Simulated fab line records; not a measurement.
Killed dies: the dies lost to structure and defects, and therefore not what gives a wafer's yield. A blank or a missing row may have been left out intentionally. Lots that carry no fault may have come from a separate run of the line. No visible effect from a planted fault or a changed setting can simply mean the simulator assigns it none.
Chamber matching | flow n5_finfet | N5_BEOL_M2_ETCHBACK_99 on rie_diel-06: 4 sister chambers
The step etches SiO2 in CHF3, target depth 5 nm, time 10.4 s. 16 wafers are shown with their chamber, then 8 later ones without.

WAFERS, EACH WITH ITS CHAMBER
wafer  | chamber | drypump_motor_current_A (A) | showerhead_plenum_p_Torr (Torr) | rf_vpp_V (V)
L075.3 | 1       | 5.5                         | 2.22                            | 230
L075.4 | 0       | 4.8                         | 2.07                            | 246
L075.6 | 3       | 5.7                         | 2.11                            | 238
L080.2 | 1       | 5.6                         | 2.22                            | 229
L080.3 | 0       | 4.8                         | 2.07                            | 246
L080.5 | 0       | 4.8                         | 2.07                            | 247
L083.4 | 3       | 5.7                         | 2.11                            | 240
L083.5 | 2       | 6.4                         | 2.27                            | 249
L083.6 | 3       | 5.7                         | 2.11                            | 239
L084.2 | 0       | 4.9                         | 2.07                            | 248
L084.3 | 1       | 5.5                         | 2.21                            | 229
L084.4 | 3       | 5.7                         | 2.10                            | 240
L090.3 | 2       | 6.4                         | 2.27                            | 247
L090.4 | 0       | 4.8                         | 2.06                            | 246
L090.6 | 0       | 4.8                         | 2.06                            | 246
L091.2 | 0       | 4.8                         | 2.06                            | 245

SIGNATURES (averages over the wafers above)
reading                  | chamber 0 | chamber 1 | chamber 2 | chamber 3 | scatter within a chamber
drypump_motor_current_A  | 4.814     | 5.533     | 6.400     | 5.700     | 0.0356
showerhead_plenum_p_Torr | 2.0657    | 2.2167    | 2.2700    | 2.1075    | 0.00511
rf_vpp_V                 | 246.29    | 229.33    | 248.00    | 239.25    | 0.951
Rule: for each reading, subtract the chamber's mean from the wafer's reading, divide by that reading's scatter and square the result; add these up over the readings and take the root, which gives the wafer's distance from the chamber. If the next closest chamber is less than 2 further off than the closest, the wafer can't be placed; otherwise it belongs to the closest. How the scatter is found: for the shown wafers, subtract from each reading the mean of its chamber, square and add these, divide the total by (wafers less chambers), then take the root.

WAFERS MISSING THEIR CHAMBER
wafer  | drypump_motor_current_A (A) | showerhead_plenum_p_Torr (Torr) | rf_vpp_V (V)
L091.4 | 5.6                         | 2.21                            | 229
L091.5 | 4.8                         | 2.06                            | 246
L093.1 | 5.5                         | 2.21                            | 229
L093.2 | 5.7                         | 2.10                            | 239
L093.6 | 6.4                         | 2.27                            | 247
L096.1 | 6.4                         | 2.26                            | 247
L096.2 | 4.9                         | 2.06                            | 245
L096.5 | 5.5                         | 2.21                            | 230

CHAMBER TAKEN BY EACH
wafer  | from the rows above | in truth
L091.4 | 1                   | 1
L091.5 | 0                   | 0
L093.1 | 1                   | 1
L093.2 | 3                   | 3
L093.6 | 2                   | 2
L096.1 | 2                   | 2
L096.2 | 0                   | 0
L096.5 | 1                   | 1
Correct placement for 8 of the 8. Not placeable from these rows: 0. Number placed wrongly: 0.
